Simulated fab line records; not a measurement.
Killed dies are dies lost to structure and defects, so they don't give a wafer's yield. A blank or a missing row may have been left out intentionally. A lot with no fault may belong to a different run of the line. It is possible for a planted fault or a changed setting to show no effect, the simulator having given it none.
fab line records | flow nand-harc
record lots=6 | wafers=18 | last-day=34
route steps=1302 shown THIN_TSV@1282
lots untouched by any fault: they come from a run of this same line in which no faults occurred
start-h: the number of hours between the record's first day and the start of the first shown wafer of the lot | wait-h: how many hours have passed since the lot's step before this one | " repeats the value in the row above | L1.1+2: a single row standing in for several wafers | - either no value or no given start | * or withheld: withheld | < > ~ a bound
route shown NAME@n: names a module that has steps shown in the file, with the first one's number in the route | usual: the fault-free wafers' mean and standard deviation | same: alike in all rows | chamber/n: place in a boat | sites: per-site readings | _std_site: the standard deviation of these | _edge_site: mean of outer sites minus mean of inner sites | radius-mm: how far each site lies from the wafer's centre | mask NAME#n: copy n | behind: the most recent tool/chamber to have shaped the wafer | hold: why the lot went on hold/how many hours it stayed there/how the hold came to an end | device: names the non-switching transistor (n, p or np) | end of line: the route-end tests of the same wafers | a step given without rows: its recipe and nothing more | killed: dies lost to structure and defects at the first sort, not the wafer's yield | map: the dies of a wafer, with x for killed, . for not killed, _ for no die there
set.NAME: the setting as run; set.NAME@STEP: as run at that earlier step | model.NAME: the simulator's own value behind a step, which no gauge read
lots at selected steps of the route; one table per step, one row per wafer
services: the hour from which a tool's chamber was out of use, counted from the record's first day as start-h (under 0 if before that day), plus the number of hours and why
## steps
# step NHARC_THIN_TSV_PVD_24
# recipe target-thk-a=8000 | power-w=withheld | chamber-pressure-pa=withheld | substrate-temp-c=withheld | time-s=withheld | gas=Ar | material=Al
# step NHARC_THIN_TSV_DEHYDRATE_25
# recipe temp-c=150 | time-s=120
# step NHARC_THIN_TSV_HMDS_26
# recipe time-s=30
# step NHARC_THIN_TSV_COAT_27
# recipe spin-rpm=*
# step NHARC_THIN_TSV_SOFTBAKE_28
# recipe temp-c=122 | time-s=95
# step NHARC_THIN_TSV_EBR_29
# step NHARC_THIN_TSV_EXPOSE_30
# recipe na=0.55 | dose-mj=11.47 | mask-id=PAD
# step NHARC_THIN_TSV_PEB_31
# recipe peb-temp-c=118 | peb-time-s=85
# step NHARC_THIN_TSV_DEVELOP_32
# recipe time-s=70
# step NHARC_THIN_TSV_CD_MEAS_33
# recipe target-cd-nm=5000 | landing-energy-ev=500
# usual cd-nm=4999.8/1.6
lot.wafer | tool      | chamber | start-h | wait-h | cd-nm
L955.3    | cd-sem-02 | 0       | 569.35  | -      | 4997.4
L955.5    | "         | 0       | "       | "      | 4997.0
L955.6    | "         | 0       | "       | "      | 4998.3
L962.3    | cd-sem-01 | 0       | 677.02  | -      | 4999.2
L962.4    | "         | 0       | "       | "      | 4999.9
L962.5    | "         | 0       | "       | "      | 4997.7
L963.3    | cd-sem-03 | 0       | 688.86  | -      | 4997.2
L963.4    | "         | 0       | "       | "      | 4997.3
L963.6    | "         | 0       | "       | "      | 4997.9
L966.1    | cd-sem-02 | 0       | 697.20  | -      | 4996.2
L966.3    | "         | 0       | "       | "      | 4998.5
L966.5    | "         | 0       | "       | "      | 4998.7
L967.2    | cd-sem-01 | 0       | 704.05  | -      | 4998.7
L967.4    | "         | 0       | "       | "      | 4997.7
L967.5    | "         | 0       | "       | "      | 4998.5
L975.1    | cd-sem-02 | 0       | 802.97  | -      | 5003.1
L975.2    | "         | 0       | "       | "      | 5001.5
L975.3    | "         | 0       | "       | "      | 5000.5
# step NHARC_THIN_TSV_HARDBAKE_34
# recipe temp-c=125 | time-s=80
# step NHARC_THIN_TSV_DESCUM_35
# recipe time-s=3 | o2-flow-sccm=200 | ar-flow-sccm=0 | bias-power-w=0 | chemistry=O2
# usual drypump-motor-current-A=5.8/0.46 | oes-product-au=1.001/0.0076 | rf-vpp-V=57.8/0.82 | showerhead-plenum-p-Torr=1.90/0.073 | throttle-valve-pct=11.310/0.0086
# same bias-power-w=0
lot.wafer | tool        | chamber | start-h | wait-h | drypump-motor-current-A | oes-product-au | rf-hours-counter-h | rf-vpp-V | showerhead-plenum-p-Torr | throttle-valve-pct
L955.3    | rie-diel-13 | 3       | 569.52  | -      | 6.1                     | 0.997          | 4.0                | 58.8     | 1.90                     | 11.318
L955.6    | "           | 2       | "       | "      | 5.6                     | 0.996          | -                  | 57.6     | 1.78                     | 11.312
L955.5    | "           | 3       | "       | "      | 6.1                     | 1.008          | -                  | 57.8     | 1.90                     | 11.304
L962.4    | rie-diel-11 | 2       | 677.18  | -      | 6.1                     | 0.977          | 1.9                | 58.0     | 1.88                     | 11.329
L962.3    | "           | 3       | "       | "      | 4.7                     | 1.001          | 2.6                | 57.4     | 1.93                     | 11.321
L962.5    | "           | 3       | "       | "      | 4.7                     | 0.997          | -                  | 58.2     | 1.93                     | 11.305
L963.3    | rie-diel-11 | 3       | 689.03  | -      | 4.7                     | 0.996          | 2.9                | 57.6     | 1.93                     | 11.314
L963.4    | "           | 0       | "       | "      | 6.4                     | 0.996          | 3.3                | 57.5     | 1.99                     | 11.309
L963.6    | "           | 2       | "       | "      | 6.1                     | 0.992          | -                  | 57.7     | 1.88                     | 11.302
L966.1    | rie-diel-10 | 2       | 697.36  | -      | 5.1                     | 1.003          | 3.6                | 57.3     | 1.89                     | 11.291
L966.3    | "           | 1       | "       | "      | 5.7                     | 1.001          | 2.5                | 56.9     | 1.84                     | 11.324
L966.5    | "           | 2       | "       | "      | 5.1                     | 0.986          | -                  | 58.4     | 1.89                     | 11.310
L967.2    | rie-diel-11 | 3       | 704.21  | -      | 4.7                     | 0.993          | 4.9                | 58.1     | 1.93                     | 11.301
L967.4    | "           | 0       | "       | "      | 6.4                     | 0.987          | -                  | 58.6     | 1.99                     | 11.323
L967.5    | "           | 1       | "       | "      | 5.8                     | 1.009          | -                  | 57.4     | 1.86                     | 11.312
L975.2    | rie-diel-10 | 3       | 803.13  | -      | 6.2                     | 1.010          | 1.3                | 57.1     | 1.85                     | 11.309
L975.3    | "           | 0       | "       | "      | 6.0                     | 1.009          | 1.4                | 57.5     | 1.88                     | 11.315
L975.1    | "           | 2       | "       | "      | 5.1                     | 0.998          | 1.1                | 58.0     | 1.89                     | 11.289
# step NHARC_THIN_TSV_ETCH_59
# recipe target-depth-a=8800 | icp-w=900 | bias-w=100 | Cl2_flow_sccm=60 | bcl3-flow-sccm=30 | time-s=138.1 | chemistry=Cl2/BCl3
# usual drypump-motor-current-A=5.9/0.42 | oes-product-au=0.996/0.0066 | run-length-s=159.5/0.41 | throttle-valve-pct=22.264/0.0088
lot.wafer | tool         | chamber | start-h | wait-h | drypump-motor-current-A | oes-product-au | rf-hours-counter-h | run-length-s | throttle-valve-pct
L955.3    | rie-metal-01 | 1       | 569.71  | 0.2    | 5.9                     | 1.002          | -                  | 159.6        | 22.260
L955.6    | "            | 1       | "       | "      | 5.9                     | 0.998          | -                  | 159.2        | 22.274
L955.5    | "            | 0       | "       | "      | 6.5                     | 0.996          | -                  | 159.8        | 22.275
L962.3    | rie-metal-02 | 0       | 677.45  | 0.2    | 5.2                     | 0.999          | -                  | 159.8        | 22.275
L962.4    | "            | 0       | "       | "      | 5.2                     | 0.985          | -                  | 160.0        | 22.280
L962.5    | "            | 0       | "       | "      | 5.2                     | 1.001          | -                  | 159.7        | 22.267
L963.4    | rie-metal-03 | 0       | 689.21  | 0.2    | 6.2                     | 0.998          | -                  | 158.5        | 22.267
L963.3    | "            | 1       | "       | "      | 6.0                     | 0.990          | -                  | 159.3        | 22.264
L963.6    | "            | 1       | "       | "      | 6.1                     | 1.001          | -                  | 159.4        | 22.262
L966.1    | rie-metal-02 | 0       | 697.49  | 0.1    | 5.2                     | 0.982          | 1.7                | 61.6         | 22.271
L966.3    | "            | 0       | "       | "      | 5.2                     | 0.992          | -                  | 61.7         | 22.287
L966.5    | "            | 0       | "       | "      | 5.2                     | 0.991          | -                  | 61.6         | 22.260
L967.2    | rie-metal-02 | 0       | 704.40  | 0.2    | 5.2                     | 0.995          | 2.2                | 61.6         | 22.257
L967.4    | "            | 1       | "       | "      | 6.1                     | 1.003          | -                  | 159.4        | 22.257
L967.5    | "            | 1       | "       | "      | 6.1                     | 1.001          | -                  | 159.4        | 22.281
L975.2    | rie-metal-01 | 0       | 803.26  | 0.1    | 6.5                     | 0.999          | 0.5                | 159.6        | 22.277
L975.1    | "            | 1       | "       | "      | 5.9                     | 0.993          | 0.5                | 159.5        | 22.242
L975.3    | "            | 1       | "       | "      | 5.9                     | 1.005          | -                  | 159.1        | 22.258
# step NHARC_THIN_TSV_ETCH_36
# recipe target-depth-a=650 | over-etch-frac=0.3 | time-s=18.571 | ion-energy-ev=150 | chemistry=Cl2/BCl3
# usual drypump-motor-current-A=5.9/0.42 | oes-product-au=0.997/0.0071 | run-length-s=39.9/0.4
lot.wafer | tool         | chamber | start-h | wait-h | drypump-motor-current-A | oes-product-au | rf-hours-counter-h | run-length-s
L955.3    | rie-metal-01 | 0       | 569.91  | 0.2    | 6.5                     | 0.990          | -                  | 40.1
L955.5    | "            | 0       | "       | "      | 6.5                     | 0.991          | -                  | 40.4
L955.6    | "            | 1       | "       | "      | 5.9                     | 1.006          | -                  | 39.8
L962.3    | rie-metal-02 | 0       | 677.80  | 0.3    | 5.2                     | 0.998          | -                  | 40.1
L962.4    | "            | 0       | "       | "      | 5.2                     | 0.998          | -                  | 40.8
L962.5    | "            | 0       | "       | "      | 5.2                     | 0.995          | -                  | 40.4
L963.3    | rie-metal-03 | 0       | 689.41  | 0.1    | 6.2                     | 1.000          | -                  | 39.0
L963.4    | "            | 1       | "       | "      | 6.0                     | 0.989          | -                  | 40.2
L963.6    | "            | 0       | "       | "      | 6.2                     | 0.999          | -                  | 39.1
L966.1    | rie-metal-02 | 0       | 697.97  | 0.4    | 5.2                     | 0.985          | 2.1                | 40.4
L966.3    | "            | 0       | "       | "      | 5.2                     | 0.992          | -                  | 40.3
L966.5    | "            | 0       | "       | "      | 5.2                     | 1.003          | -                  | 40.1
L967.2    | rie-metal-02 | 1       | 704.63  | 0.2    | 6.1                     | 0.990          | 0.2                | 39.8
L967.4    | "            | 1       | "       | "      | 6.1                     | 1.006          | -                  | 39.8
L967.5    | "            | 1       | "       | "      | 6.1                     | 1.015          | -                  | 39.8
L975.2    | rie-metal-01 | 0       | 803.52  | 0.2    | 6.5                     | 0.979          | 0.7                | 40.8
L975.1    | "            | 1       | "       | "      | 5.9                     | 0.998          | 0.7                | 39.7
L975.3    | "            | 0       | "       | "      | 6.5                     | 0.989          | -                  | 40.2
## services
tool         | chamber | start-h | hours | kind
rie-metal-03 | 0       | 569.97  | 1.3   | repair
rie-metal-01 | -       | 575.00  | 9.0   | pm
rie-diel-10  | -       | 596.50  | 9.0   | pm
rie-diel-11  | -       | 609.50  | 9.0   | pm
rie-metal-03 | -       | 615.15  | 0.5   | repair
rie-diel-10  | 1       | 617.30  | 48.2  | repair
rie-metal-02 | -       | 631.18  | 9.0   | pm
rie-metal-02 | 0       | 631.18  | 9.0   | vent-cycle
rie-metal-02 | 1       | 631.18  | 9.0   | vent-cycle
rie-metal-02 | 1       | 643.63  | 57.3  | repair
rie-diel-11  | 0       | 643.75  | 1.4   | repair
rie-diel-11  | 2       | 661.46  | 5.6   | repair
rie-metal-01 | -       | 678.67  | 5.2   | repair
rie-metal-02 | -       | 688.23  | 1.2   | repair
rie-diel-11  | -       | 695.65  | 5.3   | repair
rie-diel-13  | -       | 696.00  | 9.0   | pm
rie-metal-03 | -       | 696.10  | 9.0   | pm
rie-metal-01 | -       | 708.20  | 0.6   | repair
rie-metal-03 | -       | 720.49  | 0.9   | repair
rie-diel-11  | 1       | 726.46  | 1.7   | repair
rie-metal-03 | -       | 743.04  | 1.1   | repair
rie-metal-01 | -       | 752.00  | 9.0   | pm
rie-diel-10  | -       | 773.50  | 9.0   | pm
rie-diel-11  | -       | 786.50  | 9.0   | pm
## key
first-sign step=NHARC_THIN_TSV_ETCH_59 | reading=run-length-s | direction=down | sigmas=99+ | usual=* | struck=*
effect none on later readings
met-at NHARC_THIN_TSV_ETCH_59
struck-wafers L966.1,L966.3,L966.5,L967.2
later-rows-left-out L966.1,L966.3,L966.5,L967.2
sort-left-out L966.1,L966.3,L966.5,L967.2
onset-between 677.45 697.49
fault kind=process-parameter-drift | tool=rie-metal-02 | chamber=0 | onset-h=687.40 | steps=NHARC_THIN_TSV_ETCH_59 | channel=time-s | offset=* | shape=step | end-h=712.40 | acts-in=* | stated=*
# sort-left-out: the simulated sort isn't trusted on such a fault, so these wafers' sort isn't shown, and their yield isn't known
# later-rows-left-out: the simulator's readings of these wafers behind a module that went badly wrong aren't trusted and aren't shown, but for the sort
